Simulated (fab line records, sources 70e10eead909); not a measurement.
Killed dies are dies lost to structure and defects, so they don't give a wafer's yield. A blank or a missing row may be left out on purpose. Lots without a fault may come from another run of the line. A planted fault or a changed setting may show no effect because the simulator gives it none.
Which tool did it? | flow nand_harc | 22 lots, 66 wafers sampled, at 5 steps of a route of 1159

WHAT THE GAUGES READ, wafer by wafer
NHARC_A_SIN_REMOVE_INSPECT_04. Usual: raw_defect_count 313, standard deviation 88.
lot  | measured     | on                | raw_defect_count | flag
L076 | day 15 07:31 | defect_inspect-02 | 309 347 383      |
L078 | day 15 07:31 | defect_inspect-01 | 280 253 292      |
L074 | day 15 07:31 | defect_inspect-01 | 242 229 266      |
L077 | day 15 07:32 | defect_inspect-02 | 264 280 303      |
L075 | day 15 16:38 | defect_inspect-02 | 427 310 352      |
L079 | day 15 16:38 | defect_inspect-01 | 177 246 269      |
L080 | day 16 01:36 | defect_inspect-01 | 194 190 264      |
L081 | day 16 12:56 | defect_inspect-01 | 286 226 268      |
L082 | day 16 22:22 | defect_inspect-02 | 319 298 436      |
L083 | day 16 22:23 | defect_inspect-02 | 258 267 266      |
L084 | day 18 01:55 | defect_inspect-01 | 477 299 222      |
L085 | day 18 01:58 | defect_inspect-02 | 265 222 240      |
L087 | day 18 01:56 | defect_inspect-02 | 300 234 299      |
L086 | day 18 17:53 | defect_inspect-01 | 346 271 282      |
L089 | day 18 20:48 | defect_inspect-02 | 339 282 196      |
L091 | day 18 17:53 | defect_inspect-02 | 306 226 193      |
L088 | day 18 20:48 | defect_inspect-01 | 297 221 287      |
L092 | day 19 07:55 | defect_inspect-01 | 367 380 337      |
L093 | day 19 07:55 | defect_inspect-02 | 289 430 365      |
L095 | day 19 17:43 | defect_inspect-01 | 558 421 430      |
L096 | day 20 06:34 | defect_inspect-02 | 325 320 271      |
L097 | day 20 06:34 | defect_inspect-01 | 319 470 332      |

WHICH TOOL RAN EACH LOT (tool, then ch and the chambers of the sampled wafers, then the start)
lot  | NHARC_A_SGD_CUT_ETCH_58            | NHARC_A_SGD_CUT_ETCH_59                       | NHARC_A_SGD_CUT_CMP_21        | NHARC_A_SLIT_ETCH_24
L076 | rie_diel-06 ch 0,1,3, day 14 07:21 | rie_diel-06 ch 0,1,3, day 14 16:32 or earlier | cmp-01 ch 1,2, day 14 16:32   | rie_diel-13 ch 0,1,2, day 14 20:29
L078 | rie_diel-08 ch 0,1,3, day 14 07:42 | rie_diel-08 ch 0,2,3, day 14 16:32 or earlier | cmp-03 ch 0,1,2, day 14 16:32 | rie_diel-01 ch 2,3, day 14 20:46
L074 | rie_diel-04 ch 2,3, day 14 08:02   | rie_diel-04 ch 2,3, day 14 16:31 or earlier   | cmp-04 ch 1,2,3, day 14 16:31 | rie_diel-10 ch 0,1,3, day 14 20:55
L077 | rie_diel-08 ch 0,1,2, day 14 08:45 | rie_diel-08 ch 0,1,2, day 14 16:40 or earlier | cmp-03 ch 0,1,2, day 14 16:40 | rie_diel-10 ch 1,2,3, day 14 22:27
L075 | rie_diel-06 ch 1,2,3, day 14 14:29 | rie_diel-06 ch 0,1, day 14 21:46 or earlier   | cmp-03 ch 0,3, day 14 21:46   | rie_diel-01 ch 1,3, day 15 04:25
L079 | rie_diel-08 ch 0,2,3, day 14 15:42 | rie_diel-08 ch 0,2,3, day 14 21:47 or earlier | cmp-04 ch 0,3, day 14 21:47   | rie_diel-01 ch 0,1,2, day 15 02:25
L080 | rie_diel-06 ch 0,1,3, day 15 01:33 | rie_diel-06 ch 0,2,3, day 15 06:58 or earlier | cmp-01 ch 1,2,3, day 15 06:58 | rie_diel-10 ch 2,3, day 15 11:51
L081 | rie_diel-04 ch 1,2,3, day 15 14:43 | rie_diel-04 ch 0,1,2, day 15 20:22 or earlier | cmp-01 ch 1,2,3, day 15 20:22 | rie_diel-13 ch 1,2,3, day 16 01:55
L082 | rie_diel-08 ch 0,1, day 16 02:08   | rie_diel-08 ch 1,2,3, day 16 07:30 or earlier | cmp-01 ch 1,2,3, day 16 07:30 | rie_diel-01 ch 0,2, day 16 11:25
L083 | rie_diel-06 ch 1,2,3, day 16 02:37 | rie_diel-06 ch 1,2,3, day 16 07:30 or earlier | cmp-03 ch 0,2, day 16 07:30   | rie_diel-13 ch 0,2,3, day 16 11:43
L084 | rie_diel-08 ch 0,2,3, day 17 04:44 | rie_diel-08 ch 0,2,3, day 17 10:19 or earlier | cmp-03 ch 0,2,3, day 17 10:19 | rie_diel-10 ch 0,2,3, day 17 14:49
L085 | rie_diel-04 ch 1,2, day 17 04:55   | rie_diel-04 ch 0,3, day 17 10:23 or earlier   | cmp-01 ch 0,1,3, day 17 10:23 | rie_diel-01 ch 1,2,3, day 17 14:41
L087 | rie_diel-06 ch 0,1, day 17 05:04   | rie_diel-06 ch 1,3, day 17 10:29 or earlier   | cmp-01 ch 0,2,3, day 17 10:29 | rie_diel-13 ch 0,2, day 17 14:59
L086 | rie_diel-04 ch 1,2,3, day 17 20:02 | rie_diel-04 ch 0,2,3, day 18 01:49 or earlier | cmp-01 ch 0,2,3, day 18 01:49 | rie_diel-01 ch 1,3, day 18 07:43
L089 | rie_diel-06 ch 0,2, day 17 20:41   | rie_diel-06 ch 0,2, day 18 01:50 or earlier   | cmp-04 ch 1,2, day 18 01:50   | rie_diel-10 ch 0,1,3, day 18 09:40
L091 | rie_diel-06 ch 0,1,2, day 17 22:38 | rie_diel-06 ch 1,3, day 18 01:41 or earlier   | cmp-03 ch 0,2, day 18 01:41   | rie_diel-13 ch 0,1,3, day 18 05:36
L088 | rie_diel-08 ch 1,2,3, day 17 22:49 | rie_diel-08 ch 0,1,2, day 18 01:41 or earlier | cmp-04 ch 1,2,3, day 18 01:41 | rie_diel-10 ch 0,1,3, day 18 07:52
L092 | rie_diel-06 ch 0,1,2, day 18 08:30 | rie_diel-06 ch 2,3, day 18 16:48 or earlier   | cmp-04 ch 0,2, day 18 16:48   | rie_diel-10 ch 0,1,3, day 18 20:52
L093 | rie_diel-08 ch 0,1, day 18 10:17   | rie_diel-08 ch 0,3, day 18 16:48 or earlier   | cmp-01 ch 0,2, day 18 16:48   | rie_diel-13 ch 0,3, day 18 20:57
L095 | rie_diel-06 ch 0,3, day 18 20:56   | rie_diel-06 ch 0,1,2, day 19 02:32 or earlier | cmp-04 ch 0,2, day 19 02:32   | rie_diel-01 ch 1,2,3, day 19 06:28
L096 | rie_diel-08 ch 0,2,3, day 19 08:35 | rie_diel-08 ch 1,2, day 19 15:13 or earlier   | cmp-04 ch 0,1,3, day 19 15:13 | rie_diel-10 ch 0,1, day 19 19:10
L097 | rie_diel-06 ch 0,2,3, day 19 08:48 | rie_diel-06 ch 0,1,2, day 19 15:15 or earlier | cmp-03 ch 0,2, day 19 15:15   | rie_diel-13 ch 1,3, day 19 19:19
- NHARC_A_SGD_CUT_ETCH_58: etches the open film in CF4, target depth 39 nm, time 65 s.
- NHARC_A_SGD_CUT_ETCH_59: etches the open film in N2/H2, target depth 260 nm, time 406.25 s.
- NHARC_A_SGD_CUT_CMP_21: polishes, target thk 148.19 nm.
- NHARC_A_SLIT_ETCH_24: etches the open film in CF4/CHF3, target depth 121 nm, time 60.5 s.

WHAT THE TOOLS THEMSELVES READ (means of the sampled wafers that have a number; where no wafer has one, the mark that the record gives instead)
NHARC_A_SGD_CUT_ETCH_58. Usual: drypump_motor_current_A 5.8 A, standard deviation 0.36; mfc_ar_sccm 0.006 sccm, standard deviation 0.0069; oes_product_au 1.001 a.u., standard deviation 0.013; rf_vpp_V 151.1 V, standard deviation 1.2; showerhead_plenum_p_Torr 1.76 Torr, standard deviation 0.06; throttle_valve_pct 13.285 %, standard deviation 0.0093.
lot  | tool        | drypump_motor_current_A (A) | mfc_ar_sccm (sccm) | oes_product_au (a.u.) | rf_vpp_V (V) | showerhead_plenum_p_Torr (Torr) | throttle_valve_pct (%) | flag
L076 | rie_diel-06 | 6.0                         | 0.011              | 1.014                 | 151.8        | 1.80                            | 13.291                 |
L078 | rie_diel-08 | 5.6                         | 0.001              | 1.011                 | 151.8        | 1.75                            | 13.281                 |
L074 | rie_diel-04 | 5.7                         | 0.004              | 1.003                 | 150.5        | 1.73                            | 13.281                 |
L077 | rie_diel-08 | 5.8                         | 0.003              | 0.995                 | 150.3        | 1.73                            | 13.278                 |
L075 | rie_diel-06 | 5.9                         | 0.014              | 1.002                 | 150.7        | 1.75                            | 13.278                 |
L079 | rie_diel-08 | 5.9                         | 0.002              | 1.002                 | 150.6        | 1.72                            | 13.280                 |
L080 | rie_diel-06 | 6.1                         | 0.011              | 1.014                 | 152.1        | 1.80                            | 13.282                 |
L081 | rie_diel-04 | 5.7                         | 0.004              | 0.982                 | 150.3        | 1.73                            | 13.295                 |
L082 | rie_diel-08 | 5.8                         | 0.001              | 0.995                 | 152.2        | 1.77                            | 13.279                 |
L083 | rie_diel-06 | 5.9                         | 0.014              | 1.018                 | 151.0        | 1.75                            | 13.289                 |
L084 | rie_diel-08 | 5.9                         | 0.002              | 1.002                 | 150.4        | 1.72                            | 13.290                 |
L085 | rie_diel-04 | 5.6                         | 0.007              | 0.977                 | 151.5        | 1.78                            | 13.289                 |
L087 | rie_diel-06 | 6.3                         | 0.004              | 1.012                 | 151.9        | 1.82                            | 13.280                 |
L086 | rie_diel-04 | 5.7                         | 0.004              | 0.985                 | 150.8        | 1.73                            | 13.297                 |
L089 | rie_diel-06 | 6.0                         | 0.003              | 0.998                 | 150.9        | 1.81                            | 13.293                 |
L091 | rie_diel-06 | 6.1                         | 0.007              | 1.001                 | 151.0        | 1.77                            | 13.289                 |
L088 | rie_diel-08 | 5.7                         | 0.003              | 0.996                 | 150.3        | 1.72                            | 13.280                 |
L092 | rie_diel-06 | 6.1                         | 0.007              | 1.009                 | 151.1        | 1.77                            | 13.276                 |
L093 | rie_diel-08 | 5.8                         | 0.001              | 0.997                 | 151.6        | 1.77                            | 13.275                 |
L095 | rie_diel-06 | 6.0                         | 0.007              | 0.994                 | 152.8        | 1.84                            | 13.282                 |
L096 | rie_diel-08 | 5.9                         | 0.002              | 1.000                 | 151.2        | 1.72                            | 13.281                 |
L097 | rie_diel-06 | 5.8                         | 0.010              | 0.996                 | 152.6        | 1.79                            | 13.283                 |

NHARC_A_SGD_CUT_ETCH_59. Usual: drypump_motor_current_A 5.8 A, standard deviation 0.35; mfc_ar_sccm 0.006 sccm, standard deviation 0.0068; oes_product_au 1.002 a.u., standard deviation 0.012; rf_vpp_V 430.0 V, standard deviation 2.3; showerhead_plenum_p_Torr 2.02 Torr, standard deviation 0.075; throttle_valve_pct 14.170 %, standard deviation 0.0082.
lot  | tool        | drypump_motor_current_A (A) | mfc_ar_sccm (sccm) | oes_product_au (a.u.) | rf_vpp_V (V) | showerhead_plenum_p_Torr (Torr) | throttle_valve_pct (%) | flag
L076 | rie_diel-06 | 6.1                         | 0.011              | 1.009                 | 430.7        | 2.08                            | 14.171                 |
L078 | rie_diel-08 | 5.9                         | 0.002              | 1.002                 | 428.2        | 1.99                            | 14.164                 |
L074 | rie_diel-04 | 5.6                         | 0.007              | 0.994                 | 431.5        | 2.06                            | 14.171                 |
L077 | rie_diel-08 | 5.8                         | 0.003              | 0.991                 | 429.0        | 2.00                            | 14.167                 |
L075 | rie_diel-06 | 6.4                         | 0.009              | 1.012                 | 432.3        | 2.05                            | 14.176                 |
L079 | rie_diel-08 | 5.9                         | 0.002              | 1.002                 | 429.2        | 1.99                            | 14.168                 |
L080 | rie_diel-06 | 5.8                         | 0.010              | 1.019                 | 431.3        | 2.07                            | 14.166                 |
L081 | rie_diel-04 | 5.6                         | 0.004              | 0.989                 | 430.8        | 2.05                            | 14.175                 |
L082 | rie_diel-08 | 5.7                         | 0.003              | 0.996                 | 428.8        | 1.98                            | 14.176                 |
L083 | rie_diel-06 | 5.9                         | 0.014              | 1.019                 | 430.4        | 2.02                            | 14.169                 |
L084 | rie_diel-08 | 5.9                         | 0.002              | 1.002                 | 428.8        | 1.98                            | 14.180                 |
L085 | rie_diel-04 | 5.8                         | 0.000              | 1.009                 | 428.9        | 1.99                            | 14.165                 |
L087 | rie_diel-06 | 5.8                         | 0.018              | 1.014                 | 431.2        | 2.06                            | 14.175                 |
L086 | rie_diel-04 | 5.7                         | 0.004              | 0.997                 | 430.3        | 2.06                            | 14.170                 |
L089 | rie_diel-06 | 6.1                         | 0.003              | 1.007                 | 433.0        | 2.10                            | 14.167                 |
L091 | rie_diel-06 | 5.8                         | 0.018              | 1.011                 | 430.3        | 2.05                            | 14.172                 |
L088 | rie_diel-08 | 5.8                         | 0.003              | 1.001                 | 428.8        | 1.99                            | 14.179                 |
L092 | rie_diel-06 | 5.6                         | 0.012              | 1.006                 | 428.9        | 2.00                            | 14.166                 |
L093 | rie_diel-08 | 5.9                         | 0.000              | 1.003                 | 430.3        | 2.02                            | 14.177                 |
L095 | rie_diel-06 | 6.1                         | 0.007              | 0.984                 | 430.6        | 2.04                            | 14.171                 |
L096 | rie_diel-08 | 5.8                         | 0.005              | 0.990                 | 428.7        | 1.95                            | 14.166                 |
L097 | rie_diel-06 | 6.2                         | 0.007              | 1.002                 | 430.5        | 2.04                            | 14.172                 |

NHARC_A_SGD_CUT_CMP_21. Usual: motor_current_A 12.1 A, standard deviation 1; time_to_endpoint_s 50 s, standard deviation 3.7.
lot  | tool   | motor_current_A (A) | time_to_endpoint_s (s) | flag
L076 | cmp-01 | 11.8                | 48                     |
L078 | cmp-03 | 12.2                | 49                     |
L074 | cmp-04 | 12.0                | 56                     |
L077 | cmp-03 | 11.8                | 47                     |
L075 | cmp-03 | 12.7                | 50                     |
L079 | cmp-04 | 12.5                | 58                     |
L080 | cmp-01 | 12.1                | 47                     |
L081 | cmp-01 | 12.0                | 49                     |
L082 | cmp-01 | 11.8                | 45                     |
L083 | cmp-03 | 11.5                | 51                     |
L084 | cmp-03 | 11.8                | 49                     |
L085 | cmp-01 | 11.9                | 50                     |
L087 | cmp-01 | 12.1                | 48                     |
L086 | cmp-01 | 12.7                | 48                     |
L089 | cmp-04 | 12.2                | 50                     |
L091 | cmp-03 | 11.6                | 50                     |
L088 | cmp-04 | 12.3                | 53                     |
L092 | cmp-04 | 10.8                | 52                     |
L093 | cmp-01 | 12.1                | 48                     |
L095 | cmp-04 | 11.2                | 56                     |
L096 | cmp-04 | 13.1                | 57                     |
L097 | cmp-03 | 11.6                | 48                     |

NHARC_A_SLIT_ETCH_24. Usual: drypump_motor_current_A 5.6 A, standard deviation 0.47; mfc_ar_sccm 0.008 sccm, standard deviation 0.011; oes_product_au 0.958 a.u., standard deviation 0.021; rf_vpp_V 370.8 V, standard deviation 2.4; showerhead_plenum_p_Torr 1.58 Torr, standard deviation 0.066; throttle_valve_pct 16.802 %, standard deviation 0.0081.
lot  | tool        | drypump_motor_current_A (A) | mfc_ar_sccm (sccm) | oes_product_au (a.u.) | rf_vpp_V (V) | showerhead_plenum_p_Torr (Torr) | throttle_valve_pct (%) | flag
L076 | rie_diel-13 | 5.8                         | 0.018              | 0.980                 | 370.8        | 1.58                            | 16.795                 |
L078 | rie_diel-01 | 6.0                         | 0.009              | 0.952                 | 371.2        | 1.60                            | 16.797                 |
L074 | rie_diel-10 | 5.7                         | 0.002              | 0.938                 | 370.2        | 1.55                            | 16.805                 |
L077 | rie_diel-10 | 5.8                         | 0.000              | 0.927                 | 371.3        | 1.57                            | 16.790                 |
L075 | rie_diel-01 | 5.3                         | 0.000              | 0.977                 | 372.8        | 1.65                            | 16.803                 |
L079 | rie_diel-01 | 5.5                         | 0.009              | 0.984                 | 369.0        | 1.54                            | 16.794                 |
L080 | rie_diel-10 | 5.9                         | 0.000              | 0.972                 | 371.4        | 1.58                            | 16.806                 |
L081 | rie_diel-13 | 5.4                         | 0.012              | 0.950                 | 371.1        | 1.60                            | 16.804                 |
L082 | rie_diel-01 | 6.0                         | 0.009              | 0.988                 | 367.3        | 1.50                            | 16.800                 |
L083 | rie_diel-13 | 5.4                         | 0.017              | 0.971                 | 371.2        | 1.57                            | 16.804                 |
L084 | rie_diel-10 | 5.9                         | 0.002              | 0.965                 | 369.9        | 1.56                            | 16.803                 |
L085 | rie_diel-01 | 5.5                         | 0.009              | 0.943                 | 371.4        | 1.59                            | 16.799                 |
L087 | rie_diel-13 | 5.8                         | 0.023              | 0.975                 | 369.5        | 1.55                            | 16.803                 |
L086 | rie_diel-01 | 5.3                         | 0.000              | 0.954                 | 373.2        | 1.65                            | 16.800                 |
L089 | rie_diel-10 | 5.7                         | 0.002              | 0.962                 | 370.3        | 1.55                            | 16.809                 |
L091 | rie_diel-13 | 5.4                         | 0.008              | 0.965                 | 371.3        | 1.60                            | 16.799                 |
L088 | rie_diel-10 | 5.7                         | 0.002              | 0.967                 | 370.2        | 1.55                            | 16.806                 |
L092 | rie_diel-10 | 5.7                         | 0.002              | 0.984                 | 369.1        | 1.55                            | 16.796                 |
L093 | rie_diel-13 | 5.0                         | 0.007              | 0.923                 | 370.6        | 1.58                            | 16.803                 |
L095 | rie_diel-01 | 5.6                         | 0.009              | 0.951                 | 371.5        | 1.59                            | 16.799                 |
L096 | rie_diel-10 | 5.6                         | 0.002              | 0.961                 | 370.6        | 1.59                            | 16.798                 |
L097 | rie_diel-13 | 5.3                         | 0.003              | 0.923                 | 372.6        | 1.63                            | 16.804                 |

THE ANSWER, worked out from the rows above alone
Rule: a lot is off if the mean of its wafers that have a number lies more than 3 standard deviations from the usual mean. A lot without any number at a reading at which 4 lots or more have one is off too. The other lots that the step has rows for count as sound. The gauges are gone through in route order, then the tools' own readings, and for those a lot's mean is taken as printed above. The first step at which some lot is off is used, and at that step the reading that is off furthest; a lot without a number counts as furthest.
No lot is off at any reading shown: from this, nothing can be told.

WHAT THE SIMULATOR HAD PUT IN
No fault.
